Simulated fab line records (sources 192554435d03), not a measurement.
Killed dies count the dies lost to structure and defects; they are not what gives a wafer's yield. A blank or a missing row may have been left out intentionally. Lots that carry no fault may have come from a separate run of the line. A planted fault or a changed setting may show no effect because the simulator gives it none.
fab line records -- flow n5_finfet
record lots=7, wafers=21
route steps=1938 shown HKMG_FIN@392 MOL_CONTACT_COAG@563 BEOL_M0_SAQP@638 BEOL_M0@720 BEOL_M2@882 BEOL_M3@931 BEOL_M4@1070
start_h: start of the lot's first displayed wafer, in hours after the record's first day -- wait_h: how many hours have passed since the lot's step before this one -- " same as the row above -- L1.1+2: one row covering several wafers at once -- - value missing, or start not given -- * or withheld: withheld -- < > ~ a bound
route shown NAME@n: NAME is a module with steps in the file, n the number in the route of the first one -- usual: the fault-free wafers' mean and standard deviation -- same: alike in all rows -- chamber/n: place in a boat -- sites: per-site readings -- _std_site: how widely they spread, as a standard deviation -- _edge_site: mean of outer sites minus mean of inner sites -- radius_mm: for every site, how far away it sits from the centre of the wafer -- mask NAME#n: copy n -- behind: the most recent tool/chamber to have shaped the wafer -- hold: reason for holding the lot/hours on hold/outcome of the hold -- device: the n, p or np transistor that did not switch -- end of line: tests run on the same wafers once the route is complete -- step lacking rows: just its recipe -- killed: at the first sort, the dies lost to defects and structure; wafer yield is something else -- map: dies across one wafer; x = killed, . = not, _ = none there
set.NAME: setting as actually run; set.NAME@STEP: the setting as run at that earlier step -- model.NAME: the simulator's own value behind a step, which no gauge read
lots with deliberately changed settings; one table per step, one row per wafer
## steps
# step N5_HKMG_FIN_COAT_43
# recipe resist=CAR-ArF, spin_rpm=1500, resist_thk_nm=90
lot.wafer,tool,chamber,start_h,wait_h,set.spin_rpm,model.CAR-ArF_of_HKMG_FIN_COAT_43.thk_nm
L085.2,litho_track-01,0,-,-,1595,87.4
L085.4,litho_track-01,0,-,-,1595,87.2
L085.6,litho_track-01,0,-,-,1500,90.2
L090.2,litho_track-02,0,-,-,1500,90.4
L090.3,litho_track-02,0,-,-,1375,94.8
L090.5,litho_track-02,0,-,-,1375,94.6
L091.1,litho_track-02,0,-,-,1565,88.4
L091.3,litho_track-02,0,-,-,1565,88.6
L091.6,litho_track-02,0,-,-,1500,90
L092.1,litho_track-02,0,-,-,1620,87
L092.5,litho_track-02,0,-,-,1500,90.4
L092.6,litho_track-02,0,-,-,1500,90.6
L094.2+5,litho_track-02,0,-,-,1500,90
L094.3,litho_track-02,0,-,-,1500,90.2
L095.1+5,litho_track-01,0,-,-,1411,92.6
L095.2,litho_track-01,0,-,-,1500,90
L096.2+5,litho_track-02,0,-,-,1500,90.2
L096.6,litho_track-02,0,-,-,1500,90.4
# step N5_HKMG_FIN_EBR_45
# recipe solvent=PGMEA, ebr_width_mm=1.5
# step N5_HKMG_FIN_SOFTBAKE_44
# recipe temp_c=110, time_s=60, resist=CAR-ArF
# step N5_HKMG_FIN_DESCUM_53
# recipe chemistry=O2, time_s=7.9, source_power_w=50, bias_power_w=20, pressure_mtorr=20, rf_frequency_hz=2.712e+07, temp_c=40, resist=CAR-ArF, o2_flow_sccm=225
lot.wafer,tool,chamber,start_h,wait_h,set.spin_rpm@HKMG_FIN_COAT_43,model.CAR-ArF_of_HKMG_FIN_COAT_43.thk_nm
L085.2,rie_diel-05,3,138.79,0.1,1595,81
L085.4,rie_diel-05,1,138.79,0.1,1595,80.6
L085.6,rie_diel-05,2,138.79,0.1,1500,83.6
L090.2,rie_diel-05,2,166.95,0.0,1500,84
L090.3,rie_diel-05,3,166.95,0.0,1375,88.4
L090.5,rie_diel-05,1,166.95,0.0,1375,88
L091.1,rie_diel-03,1,173.20,0.0,1565,82
L091.3,rie_diel-03,3,173.20,0.0,1565,82.2
L091.6,rie_diel-03,2,173.20,0.0,1500,83.4
L092.1,rie_diel-03,2,184.39,0.0,1620,80.4
L092.5+6,rie_diel-03,"0,3",184.39,0.0,1500,84
L094.2,rie_diel-03,2,195.74,0.0,1500,83.4
L094.3,rie_diel-03,0,195.74,0.0,1500,83.8
L094.5,rie_diel-03,3,195.74,0.0,1500,83.6
L095.1,rie_diel-02,0,198.28,0.0,1411,86.2
L095.2,rie_diel-02,3,198.28,0.0,1500,83.4
L095.5,rie_diel-02,3,198.28,0.0,1411,86
L096.2+5+6,rie_diel-02,"2,0,1",203.13,0.5,1500,83.6
# step N5_MOL_CONTACT_COAG_PECVD_31
# recipe material=SiO2, target_thk_a=460, temp_c=400, precursor=TEOS/O2, pressure_torr=6.5, rf_w=withheld, teos_flow_sccm=withheld, gas=O2, flow_sccm=2650, time_s=8.9
lot.wafer,tool,chamber,start_h,wait_h,set.temp_c,model.SiO2_of_MOL_CONTACT_COAG_PECVD_31.thk_nm
L085.2,pecvd-03,0,167.70,0.3,400,45.4
L085.4,pecvd-03,1,167.70,0.3,400,46.2
L085.6,pecvd-03,0,167.70,0.3,400,46.4
L090.2,pecvd-03,0,194.53,0.3,400,46
L090.3,pecvd-03,2,194.53,0.3,416.7,39.2
L090.5,pecvd-03,1,194.53,0.3,416.7,41.2
L091.1,pecvd-01,1,202.07,0.3,400,45.4
L091.3,pecvd-01,2,202.07,0.3,400,46.4
L091.6,pecvd-01,2,202.07,0.3,385.5,51.4
L092.1,pecvd-03,0,211.20,0.3,392,47.6
L092.5+6,pecvd-03,"0,1",211.20,0.3,400,46.2
L094.2,pecvd-01,0,221.28,0.3,390.2,49
L094.3,pecvd-01,1,221.28,0.3,400,45.8
L094.5,pecvd-01,2,221.28,0.3,390.2,50.6
L095.1,pecvd-01,0,224.66,0.3,417.5,40.8
L095.2,pecvd-01,1,224.66,0.3,400,46.8
L095.5,pecvd-01,0,224.66,0.3,400,46.2
L096.2,pecvd-04,2,230.33,0.3,400,46.2
L096.5,pecvd-04,2,230.33,0.3,400,46.4
L096.6,pecvd-04,1,230.33,0.3,400,46
# step N5_MOL_CONTACT_COAG_COAT_75
# recipe resist=SOC, temp_c=250, time_s=60, spin_rpm=1500, resist_thk_nm=60
# step N5_MOL_CONTACT_COAG_COAT_76
# recipe resist=SiARC, temp_c=220, time_s=60, spin_rpm=1500, resist_thk_nm=10
# step N5_MOL_CONTACT_COAG_ETCHBACK_135
# recipe chemistry=CHF3, target=SiO2, target_depth_a=250, time_s=16.7, ion_energy_ev=200, pressure_mtorr=30, source_w=610, bias_w=170, Ar_flow_sccm=200, CHF3_flow_sccm=50
# step N5_MOL_CONTACT_COAG_STRIP_118
# recipe chemistry=CHF3, resist=SiARC, rf_frequency_hz=6e+07
# step N5_MOL_CONTACT_COAG_VIA_ETCH_46
# recipe chemistry=C4F6/O2, target_depth_a=460, overetch_a=92, mask_material=SOC, target=SiO2, bias_w=455, pressure_mtorr=10, time_s=40, source_w=325, Ar_flow_sccm=300, C4F6_flow_sccm=10, O2_flow_sccm=10, ion_energy_ev=575.3, ends=end_point
lot.wafer,tool,chamber,start_h,wait_h,set.temp_c@MOL_CONTACT_COAG_PECVD_31,model.etch.depth_nm
L085.2,rie_diel-05,2,168.76,0.0,400,45.49
L085.4,rie_diel-05,3,168.76,0.0,400,46.15
L085.6,rie_diel-05,0,168.76,0.0,400,46.48
L090.2,rie_diel-02,1,195.63,0.0,400,45.96
L090.3,rie_diel-02,0,195.63,0.0,416.7,39.15
L090.5,rie_diel-02,3,195.63,0.0,416.7,41.16
L091.1,rie_diel-05,0,203.62,0.0,400,45.49
L091.3,rie_diel-05,2,203.62,0.0,400,46.46
L091.6,rie_diel-05,0,203.62,0.0,385.5,51.44
L092.1,rie_diel-05,2,213.45,0.0,392,47.52
L092.5,rie_diel-05,0,213.45,0.0,400,46.12
L092.6,rie_diel-05,3,213.45,0.0,400,46.23
L094.2,rie_diel-05,0,222.56,0.0,390.2,49.03
L094.3,rie_diel-05,2,222.56,0.0,400,45.79
L094.5,rie_diel-05,1,222.56,0.0,390.2,50.59
L095.1,rie_diel-02,2,225.64,0.0,417.5,40.73
L095.2,rie_diel-02,1,225.64,0.0,400,46.86
L095.5,rie_diel-02,1,225.64,0.0,400,46.28
L096.2,rie_diel-02,2,231.71,0.0,400,46.24
L096.5,rie_diel-02,1,231.71,0.0,400,46.42
L096.6,rie_diel-02,2,231.71,0.0,400,46.08
# step N5_BEOL_M0_SAQP_PECVD_04
# recipe material=a-Si, target_thk_a=600, temp_c=350, precursor=SiH4/He, pressure_torr=3, rf_w=100, time_s=60.2
lot.wafer,tool,chamber,start_h,wait_h,set.time_s,model.a-Si_of_BEOL_M0_SAQP_PECVD_04.thk_nm
L085.2+6,pecvd-04,2,178.33,0.0,60.2,59.6
L085.4,pecvd-04,1,178.33,0.0,60.2,61
L090.2,pecvd-04,1,202.88,0.0,52.87,53
L090.3,pecvd-04,0,202.88,0.0,60.2,59.2
L090.5,pecvd-04,1,202.88,0.0,52.87,53.4
L091.1,pecvd-02,0,211.86,0.0,60.2,57.6
L091.3,pecvd-02,2,211.86,0.0,60.2,60.4
L091.6,pecvd-02,0,211.86,0.0,51.58,50.4
L092.1,pecvd-02,0,221.49,0.0,60.2,59.4
L092.5,pecvd-02,1,221.49,0.0,60.2,59.6
L092.6,pecvd-02,0,221.49,0.0,55.25,55.2
L094.2,pecvd-01,2,230.27,0.0,60.2,58.8
L094.3,pecvd-01,0,230.27,0.0,60.2,59.8
L094.5,pecvd-01,0,230.27,0.0,67.92,69
L095.1,pecvd-04,0,234.07,0.0,63.33,61.2
L095.2,pecvd-04,2,234.07,0.0,60.2,58.2
L095.5,pecvd-04,0,234.07,0.0,63.33,63.4
L096.2,pecvd-04,0,239.19,0.0,60.2,59.4
L096.5+6,pecvd-04,"0,1",239.19,0.0,60.2,61
# step N5_BEOL_M0_SAQP_THK_MEAS_05
# usual thk_nm=59.6/1
lot.wafer,tool,chamber,start_h,wait_h,set.time_s@BEOL_M0_SAQP_PECVD_04,thk_nm
L085.2,film_metro-01,-,178.43,0.1,60.2,59.6
L085.4,film_metro-01,-,178.43,0.1,60.2,61.1
L085.6,film_metro-01,-,178.43,0.1,60.2,59.6
L090.2,film_metro-02,-,202.98,0.1,52.87,53.0
L090.3,film_metro-02,-,202.98,0.1,60.2,59.2
L090.5,film_metro-02,-,202.98,0.1,52.87,53.4
L091.1,film_metro-01,-,211.99,0.1,60.2,57.6
L091.3,film_metro-01,-,211.99,0.1,60.2,60.5
L091.6,film_metro-01,-,211.99,0.1,51.58,50.4
L092.1,film_metro-02,-,221.60,0.1,60.2,59.5
L092.5,film_metro-02,-,221.60,0.1,60.2,59.7
L092.6,film_metro-02,-,221.60,0.1,55.25,55.2
L094.2,film_metro-01,-,230.37,0.1,60.2,58.9
L094.3,film_metro-01,-,230.37,0.1,60.2,59.9
L094.5,film_metro-01,-,230.37,0.1,67.92,69.0
L095.1,film_metro-01,-,234.16,0.1,63.33,61.1
L095.2,film_metro-01,-,234.16,0.1,60.2,58.2
L095.5,film_metro-01,-,234.16,0.1,63.33,63.5
L096.2,film_metro-01,-,239.28,0.1,60.2,59.5
L096.5,film_metro-01,-,239.28,0.1,60.2,61.0
L096.6,film_metro-01,-,239.28,0.1,60.2,61.1
# step N5_BEOL_M0_SAQP_COAT_34
# recipe resist=CAR-EUV, spin_rpm=1500, resist_thk_nm=30
lot.wafer,tool,chamber,start_h,wait_h,set.spin_rpm,model.CAR-EUV_of_BEOL_M0_SAQP_COAT_34.thk_nm
L085.2,litho_track-02,0,-,-,1656,28.6
L085.4+6,litho_track-02,0,-,-,1500,30
L090.2+3,litho_track-02,0,-,-,1500,30
L090.5,litho_track-02,0,-,-,1358,31.6
L091.1+6,litho_track-02,0,-,-,1550,29.6
L091.3,litho_track-02,0,-,-,1500,30.2
L092.1+6,litho_track-02,0,-,-,1604,29.2
L092.5,litho_track-02,0,-,-,1500,30.2
L094.2,litho_track-05,0,-,-,1613,29
L094.3,litho_track-05,0,-,-,1613,29.2
L094.5,litho_track-05,0,-,-,1500,30
L095.1+2+5,litho_track-02,0,-,-,1500,30
L096.2+5+6,litho_track-05,0,-,-,1500,30
# step N5_BEOL_M0_ETCH_128
# recipe chemistry=CF4/N2, target_depth_a=120, overetch_a=51, target=SiCN, time_s=21.4, ion_energy_ev=150, pressure_mtorr=40, source_w=430, bias_w=70, Ar_flow_sccm=100, cf4_flow_sccm=60, n2_flow_sccm=60
# usual rf_vpp_V=382.9/1.8
lot.wafer,tool,chamber,start_h,wait_h,set.source_w,rf_vpp_V
L085.2,rie_diel-05,2,188.37,0.4,410.6,386.9
L085.4,rie_diel-05,1,188.37,0.4,430,381.0
L085.6,rie_diel-05,0,188.37,0.4,410.6,390.1
L090.2,rie_diel-02,0,212.28,0.0,430,384.9
L090.3,rie_diel-02,3,212.28,0.0,430,380.0
L090.5,rie_diel-02,2,212.28,0.0,480.6,370.1
L091.1,rie_diel-03,0,220.94,0.0,359.4,404.8
L091.3,rie_diel-03,2,220.94,0.0,430,382.8
L091.6,rie_diel-03,2,220.94,0.0,430,383.5
L092.1,rie_diel-03,2,230.64,0.3,368.4,404.3
L092.5,rie_diel-03,0,230.64,0.3,368.4,402.4
L092.6,rie_diel-03,3,230.64,0.3,430,381.6
L094.2,rie_diel-02,1,240.87,1.1,430,383.2
L094.3,rie_diel-02,2,240.87,1.1,362.7,406.1
L094.5,rie_diel-02,1,240.87,1.1,362.7,403.5
L095.1,rie_diel-02,3,244.64,1.1,430,378.9
L095.2,rie_diel-02,0,244.64,1.1,430,385.0
L095.5,rie_diel-02,2,244.64,1.1,430,384.9
L096.2,rie_diel-03,0,253.30,0.2,430,382.1
L096.5,rie_diel-03,0,253.30,0.2,430,382.5
L096.6,rie_diel-03,3,253.30,0.2,430,384.0
# step N5_BEOL_M0_ETCH_109
# recipe chemistry=CH3F/O2, target_depth_a=80, overetch_a=24, target=SiCN, time_s=27.4, ion_energy_ev=120, pressure_mtorr=30, source_w=395, bias_w=75, Ar_flow_sccm=150, CH3F_flow_sccm=30, O2_flow_sccm=20
# usual rf_vpp_V=297.9/1.7
lot.wafer,tool,chamber,start_h,wait_h,set.bias_w,rf_vpp_V
L085.2,rie_diel-02,0,189.76,1.2,66.12,277.7
L085.4,rie_diel-02,3,189.76,1.2,66.12,274.4
L085.6,rie_diel-02,2,189.76,1.2,66.12,276.7
L090.2,rie_diel-05,0,212.60,0.1,75,299.3
L090.3,rie_diel-05,3,212.60,0.1,86.09,326.4
L090.5,rie_diel-05,0,212.60,0.1,86.09,325.5
L091.1,rie_diel-03,3,221.52,0.4,75,298.1
L091.3,rie_diel-03,2,221.52,0.4,75,298.0
L091.6,rie_diel-03,0,221.52,0.4,84.88,320.5
L092.1,rie_diel-05,0,231.26,0.4,87.66,331.8
L092.5,rie_diel-05,1,231.26,0.4,75,295.8
L092.6,rie_diel-05,0,231.26,0.4,75,299.5
L094.2,rie_diel-05,0,242.18,1.1,75,298.6
L094.3,rie_diel-05,2,242.18,1.1,75,296.3
L094.5,rie_diel-05,1,242.18,1.1,75,296.6
L095.1,rie_diel-02,3,245.97,1.1,84.21,317.8
L095.2,rie_diel-02,1,245.97,1.1,84.21,320.8
L095.5,rie_diel-02,2,245.97,1.1,84.21,322.0
L096.2,rie_diel-03,3,253.55,0.0,75,297.6
L096.5,rie_diel-03,1,253.55,0.0,75,297.1
L096.6,rie_diel-03,2,253.55,0.0,75,298.4
# step N5_BEOL_M2_ALD_98
# recipe material=SiO2, target_thk_a=25, temp_c=100, ald_precursor_family=BDEAS, ald_co_reactant=O2-plasma, pulse_time_s=1, co_reactant_pulse_time_s=1, purge_time_s=2, co_reactant_purge_time_s=2, ald_cycles=17, pressure_torr=2
lot.wafer,tool,chamber,start_h,wait_h,set.ald_cycles,model.SiO2_of_BEOL_M2_ALD_98.thk_nm
L085.2+6,ald_sin-02,3,226.30,0.4,17,2.4
L085.4,ald_sin-02,1,226.30,0.4,17,2.6
L090.2,ald_sin-02,0,234.70,0.1,18,2.6
L090.3+5,ald_sin-02,"1,2",234.70,0.1,17,2.4
L091.1+3+6,ald_sin-02,"1,2,2",243.09,0.1,17,2.4
L092.1+5+6,ald_sin-01,"3,2,1",253.83,0.1,19,2.8
L094.2+5,ald_sin-01,"0,3",257.32,0.1,16,2.4
L094.3,ald_sin-01,1,257.32,0.1,17,2.6
L095.1,ald_sin-01,0,263.66,0.1,17,2.6
L095.2+5,ald_sin-01,"2,0",263.66,0.1,15,2.2
L096.2+6,ald_sin-01,"0,1",269.39,0.6,17,2.4
L096.5,ald_sin-01,0,269.39,0.6,17,2.6
# step N5_BEOL_M3_ILD_DEP_00
# recipe material=SiOC, target_thk_a=790, temp_c=350, precursor=DEMS/O2, pressure_torr=5, rf_w=500, time_s=15.3
lot.wafer,tool,chamber,start_h,wait_h,set.time_s,model.SiOC_of_BEOL_M3_ILD_DEP_00.thk_nm
L085.2,pecvd-02,0,234.10,0.0,16.37,82.6
L085.4,pecvd-02,1,234.10,0.0,16.37,84.4
L085.6,pecvd-02,0,234.10,0.0,15.3,78.2
L090.2,pecvd-02,2,259.34,0.0,16.55,85.2
L090.3,pecvd-02,1,259.34,0.0,16.55,84
L090.5,pecvd-02,2,259.34,0.0,15.3,79.2
L091.1,pecvd-04,2,264.96,0.0,15.3,77.8
L091.3,pecvd-04,1,264.96,0.0,15.3,77.4
L091.6,pecvd-04,1,264.96,0.0,15.3,79.2
L092.1,pecvd-02,0,272.59,0.0,15.3,77
L092.5,pecvd-02,1,272.59,0.0,13.4,70.2
L092.6,pecvd-02,0,272.59,0.0,15.3,79
L094.2,pecvd-02,2,283.88,0.0,15.3,78.4
L094.3,pecvd-02,1,283.88,0.0,13.12,67.6
L094.5,pecvd-02,0,283.88,0.0,15.3,79.2
L095.1,pecvd-02,1,292.92,0.0,15.3,77.8
L095.2,pecvd-02,0,292.92,0.0,15.3,77
L095.5,pecvd-02,1,292.92,0.0,15.3,79.4
L096.2,pecvd-04,2,299.49,0.0,15.3,79.6
L096.5,pecvd-04,2,299.49,0.0,15.3,80.4
L096.6,pecvd-04,0,299.49,0.0,15.3,80.8
# step N5_BEOL_M3_THK_MEAS_01
# recipe reads=SiOC_of_BEOL_M3_ILD_DEP_00
# usual M3_ILD_THK=78.9/0.96
lot.wafer,tool,chamber,start_h,wait_h,set.time_s@BEOL_M3_ILD_DEP_00,M3_ILD_THK[nm]
L085.2,film_metro-02,-,234.17,0.1,16.37,82.5
L085.4,film_metro-02,-,234.17,0.1,16.37,84.6
L085.6,film_metro-02,-,234.17,0.1,15.3,78.3
L090.2,film_metro-01,-,259.41,0.1,16.55,85.2
L090.3,film_metro-01,-,259.41,0.1,16.55,83.9
L090.5,film_metro-01,-,259.41,0.1,15.3,79.2
L091.1,film_metro-02,-,265.03,0.0,15.3,77.8
L091.3,film_metro-02,-,265.03,0.0,15.3,77.5
L091.6,film_metro-02,-,265.03,0.0,15.3,79.2
L092.1,film_metro-02,-,272.66,0.0,15.3,77.0
L092.5,film_metro-02,-,272.66,0.0,13.4,70.1
L092.6,film_metro-02,-,272.66,0.0,15.3,79.0
L094.2,film_metro-01,-,283.94,0.1,15.3,78.4
L094.3,film_metro-01,-,283.94,0.1,13.12,67.6
L094.5,film_metro-01,-,283.94,0.1,15.3,79.2
L095.1,film_metro-01,-,292.99,0.0,15.3,77.8
L095.2,film_metro-01,-,292.99,0.0,15.3,77.1
L095.5,film_metro-01,-,292.99,0.0,15.3,79.4
L096.2,film_metro-01,-,299.56,0.1,15.3,79.6
L096.5,film_metro-01,-,299.56,0.1,15.3,80.3
L096.6,film_metro-01,-,299.56,0.1,15.3,80.8
# step N5_BEOL_M3_PECVD_72
# recipe material=SiO2, target_thk_a=160, temp_c=400, precursor=TEOS/O2, pressure_torr=5.5, rf_w=450, teos_flow_sccm=53.8, gas=O2, flow_sccm=3000, time_s=18
lot.wafer,tool,chamber,start_h,wait_h,set.time_s,model.SiO2_of_BEOL_M3_PECVD_72.thk_nm
L085.2,pecvd-04,0,234.21,0.0,18,16.2
L085.4,pecvd-04,2,234.21,0.0,20.12,18.4
L085.6,pecvd-04,0,234.21,0.0,18,16.4
L090.2,pecvd-02,1,259.45,0.0,18,15.8
L090.3,pecvd-02,2,259.45,0.0,18,16
L090.5,pecvd-02,0,259.45,0.0,18,16.2
L091.1,pecvd-04,0,265.07,0.0,18,16.4
L091.3,pecvd-04,1,265.07,0.0,17.05,15.2
L091.6,pecvd-04,2,265.07,0.0,18,16.6
L092.1+5,pecvd-04,"0,2",272.70,0.0,18,16.2
L092.6,pecvd-04,0,272.70,0.0,18,16.6
L094.2,pecvd-04,2,283.98,0.0,15.33,13.6
L094.3+5,pecvd-04,1,283.98,0.0,18,15.8
L095.1+5,pecvd-04,"2,1",293.02,0.0,20.56,18.4
L095.2,pecvd-04,1,293.02,0.0,18,15.8
L096.2,pecvd-04,2,299.60,0.0,18,15.8
L096.5+6,pecvd-04,"2,0",299.60,0.0,18,16.2
# step N5_BEOL_M4_TRENCH_ETCH_37
# recipe chemistry=C4F6/O2, target_depth_a=555.55, target=SiOC, time_s=29.2, ion_energy_ev=250, pressure_mtorr=30, source_w=355, bias_w=185, Ar_flow_sccm=300, C4F6_flow_sccm=10, O2_flow_sccm=10
lot.wafer,tool,chamber,start_h,wait_h,set.time_s,model.etch.depth_nm,model.BEOL_M4.feature_depth_nm
L085.2,rie_diel-03,2,-,-,29.2,56.51,56.6
L085.4,rie_diel-03,0,-,-,29.2,55.22,55.2
L085.6,rie_diel-03,1,-,-,29.2,55.94,56
L090.2,rie_diel-05,2,-,-,23.8,44.91,45
L090.3,rie_diel-05,1,-,-,29.2,56.72,56.8
L090.5,rie_diel-05,1,-,-,23.8,45.98,46
L091.1,rie_diel-05,0,-,-,29.2,54.95,55
L091.3,rie_diel-05,3,-,-,29.2,52.88,52.8
L091.6,rie_diel-05,1,-,-,29.2,57.15,57.2
L092.1,rie_diel-03,3,-,-,29.2,55.78,55.8
L092.5,rie_diel-03,0,-,-,29.2,55.33,55.4
L092.6,rie_diel-03,3,-,-,29.2,55.48,55.4
L094.2,rie_diel-05,0,-,-,29.2,54.83,54.8
L094.3,rie_diel-05,1,-,-,31.28,60.25,60.2
L094.5,rie_diel-05,1,-,-,29.2,57.1,57
L095.1,rie_diel-03,1,-,-,29.2,55.34,55.4
L095.2,rie_diel-03,3,-,-,29.2,55.01,55
L095.5,rie_diel-03,2,-,-,29.2,56.83,56.8
L096.2,rie_diel-03,0,-,-,29.2,54.72,54.8
L096.5,rie_diel-03,0,-,-,29.2,54.88,54.8
L096.6,rie_diel-03,2,-,-,29.2,56.11,56.2
# step N5_BEOL_M4_ETCH_41
# recipe chemistry=CH3F/O2, target=SiCN, target_depth_a=299, taper_deg=2, time_s=52.5, ion_energy_ev=120, mask_material=TiN, pressure_mtorr=30, source_w=395, bias_w=75, Ar_flow_sccm=150, CH3F_flow_sccm=30, O2_flow_sccm=20
# step N5_BEOL_M4_STRIP_97
# recipe chemistry=N2/H2, time_s=10, power_w=450, temp_c=40, pressure_mtorr=20, rf_frequency_hz=6e+07, bias_power_w=7, n2_flow_sccm=200, h2_flow_sccm=200
# step N5_BEOL_M4_OCD_MEAS_38
# usual trench_depth_nm=55.5/1.3
lot.wafer,tool,chamber,start_h,wait_h,set.time_s@BEOL_M4_TRENCH_ETCH_37,trench_depth_nm
L085.2,ocd-02,-,265.87,-,29.2,57.0
L085.4,ocd-02,-,265.87,-,29.2,55.3
L085.6,ocd-02,-,265.87,-,29.2,55.8
L090.2,ocd-01,-,295.22,-,23.8,45.1
L090.3,ocd-01,-,295.22,-,29.2,56.5
L090.5,ocd-01,-,295.22,-,23.8,45.7
L091.1,ocd-02,-,302.66,-,29.2,55.2
L091.3,ocd-02,-,302.66,-,29.2,52.9
L091.6,ocd-02,-,302.66,-,29.2,57.7
L092.1,ocd-01,-,302.86,-,29.2,55.8
L092.5,ocd-01,-,302.86,-,29.2,55.7
L092.6,ocd-01,-,302.86,-,29.2,55.0
L094.2,ocd-02,-,323.59,-,29.2,55.1
L094.3,ocd-02,-,323.59,-,31.28,60.6
L094.5,ocd-02,-,323.59,-,29.2,56.9
L095.1,ocd-02,-,330.52,-,29.2,55.1
L095.2,ocd-02,-,330.52,-,29.2,55.2
L095.5,ocd-02,-,330.52,-,29.2,56.6
L096.2,ocd-02,-,334.26,-,29.2,54.8
L096.5,ocd-02,-,334.26,-,29.2,54.8
L096.6,ocd-02,-,334.26,-,29.2,55.8
# step N5_BEOL_M4_HM_STRIP_39
# recipe chemistry=peroxide_tin_strip, material=TiN, target_depth_a=250, temp_c=50, time_s=158
# step N5_BEOL_M4_SRD_40
# recipe time_s=30, temp_c=23, rinse_liquid=diw, dry=ipa_marangoni
# step N5_BEOL_M4_PRE_CLEAN_56
# recipe gas=NH3, time_s=15, temp_c=withheld, rf_power_w=300
# step N5_BEOL_M4_DEP_57
# recipe material=SiCN, target_thk_a=80, temp_c=withheld, precursor=3MS/NH3, pressure_torr=3, rf_w=202, time_s=14
# step N5_BEOL_M4_RS_MEAS_58
# recipe thk_meas_gauge=four-point-probe, reads=Co_of_BEOL_M4_CO_CAP_55+Cu_of_BEOL_M4_ECD_50+Co_of_BEOL_M4_CVD_47+TaN_of_BEOL_M4_ALD_84
# usual M4_RS=0.67/0.038
lot.wafer,tool,chamber,start_h,wait_h,set.time_s@BEOL_M4_TRENCH_ETCH_37,M4_RS[ohm/sq]
L085.2,film_metro-02,-,270.19,0.1,29.2,0.65
L085.4,film_metro-02,-,270.19,0.1,29.2,0.66
L085.6,film_metro-02,-,270.19,0.1,29.2,0.69
L090.2,film_metro-02,-,299.37,0.1,23.8,0.97
L090.3,film_metro-02,-,299.37,0.1,29.2,0.64
L090.5,film_metro-02,-,299.37,0.1,23.8,0.90
L091.1,film_metro-02,-,306.94,0.0,29.2,0.67
L091.3,film_metro-02,-,306.94,0.0,29.2,0.74
L091.6,film_metro-02,-,306.94,0.0,29.2,0.64
L092.1,film_metro-02,-,308.32,0.0,29.2,0.62
L092.5,film_metro-02,-,308.32,0.0,29.2,0.65
L092.6,film_metro-02,-,308.32,0.0,29.2,0.68
L094.2,film_metro-02,-,327.30,0.1,29.2,0.68
L094.3,film_metro-02,-,327.30,0.1,31.28,0.62
L094.5,film_metro-02,-,327.30,0.1,29.2,0.64
L095.1,film_metro-01,-,335.03,0.0,29.2,0.63
L095.2,film_metro-01,-,335.03,0.0,29.2,0.68
L095.5,film_metro-01,-,335.03,0.0,29.2,0.62
L096.2,film_metro-01,-,338.53,0.1,29.2,0.72
L096.5,film_metro-01,-,338.53,0.1,29.2,0.69
L096.6,film_metro-01,-,338.53,0.1,29.2,0.65
## key
split step=N5_HKMG_FIN_COAT_43, setting=spin_rpm, stated=1500, by=wafer
response step=N5_HKMG_FIN_COAT_43, reading=model.CAR-ArF_of_HKMG_FIN_COAT_43.thk_nm, change=-0.458, per=1%, r=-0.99
response step=N5_HKMG_FIN_DESCUM_53, reading=model.CAR-ArF_of_HKMG_FIN_COAT_43.thk_nm, change=-0.453, per=1%, r=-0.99
split step=N5_MOL_CONTACT_COAG_PECVD_31, setting=temp_c, stated=400, by=wafer
response step=N5_MOL_CONTACT_COAG_PECVD_31, reading=model.SiO2_of_MOL_CONTACT_COAG_PECVD_31.thk_nm, change=-1.37, per=1%, r=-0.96
response step=N5_MOL_CONTACT_COAG_VIA_ETCH_46, reading=model.etch.depth_nm, change=-1.37, per=1%, r=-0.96
split step=N5_BEOL_M0_SAQP_PECVD_04, setting=time_s, stated=60.2, by=wafer
response step=N5_BEOL_M0_SAQP_PECVD_04, reading=model.a-Si_of_BEOL_M0_SAQP_PECVD_04.thk_nm, change=+0.616, per=1%, r=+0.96
response step=N5_BEOL_M0_SAQP_THK_MEAS_05, reading=thk_nm, change=*, per=1%, r=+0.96
split step=N5_BEOL_M0_SAQP_COAT_34, setting=spin_rpm, stated=1500, by=wafer
response step=N5_BEOL_M0_SAQP_COAT_34, reading=model.CAR-EUV_of_BEOL_M0_SAQP_COAT_34.thk_nm, change=-0.145, per=1%, r=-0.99
split step=N5_BEOL_M0_ETCH_128, setting=source_w, stated=430, by=wafer
response step=N5_BEOL_M0_ETCH_128, reading=rf_vpp_V, change=-1.35, per=1%, r=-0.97
split step=N5_BEOL_M0_ETCH_109, setting=bias_w, stated=75, by=wafer
response step=N5_BEOL_M0_ETCH_109, reading=rf_vpp_V, change=+1.87, per=1%, r=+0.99
split step=N5_BEOL_M2_ALD_98, setting=ald_cycles, stated=17, by=wafer
response step=N5_BEOL_M2_ALD_98, reading=model.SiO2_of_BEOL_M2_ALD_98.thk_nm, change=+0.034, per=1%, r=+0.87
split step=N5_BEOL_M3_ILD_DEP_00, setting=time_s, stated=15.3, by=wafer
response step=N5_BEOL_M3_ILD_DEP_00, reading=model.SiOC_of_BEOL_M3_ILD_DEP_00.thk_nm, change=+0.714, per=1%, r=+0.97
response step=N5_BEOL_M3_THK_MEAS_01, reading=M3_ILD_THK, change=+0.714, per=1%, r=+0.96
split step=N5_BEOL_M3_PECVD_72, setting=time_s, stated=18, by=wafer
response step=N5_BEOL_M3_PECVD_72, reading=model.SiO2_of_BEOL_M3_PECVD_72.thk_nm, change=+0.172, per=1%, r=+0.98
split step=N5_BEOL_M4_TRENCH_ETCH_37, setting=time_s, stated=29.2, by=wafer
response step=N5_BEOL_M4_TRENCH_ETCH_37, reading=model.etch.depth_nm, change=+0.608, per=1%, r=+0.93
response step=N5_BEOL_M4_TRENCH_ETCH_37, reading=model.BEOL_M4.feature_depth_nm, change=+0.61, per=1%, r=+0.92
response step=N5_BEOL_M4_OCD_MEAS_38, reading=trench_depth_nm, change=+0.605, per=1%, r=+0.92
response step=N5_BEOL_M4_RS_MEAS_58, reading=M4_RS, change=-0.0145, per=1%, r=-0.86
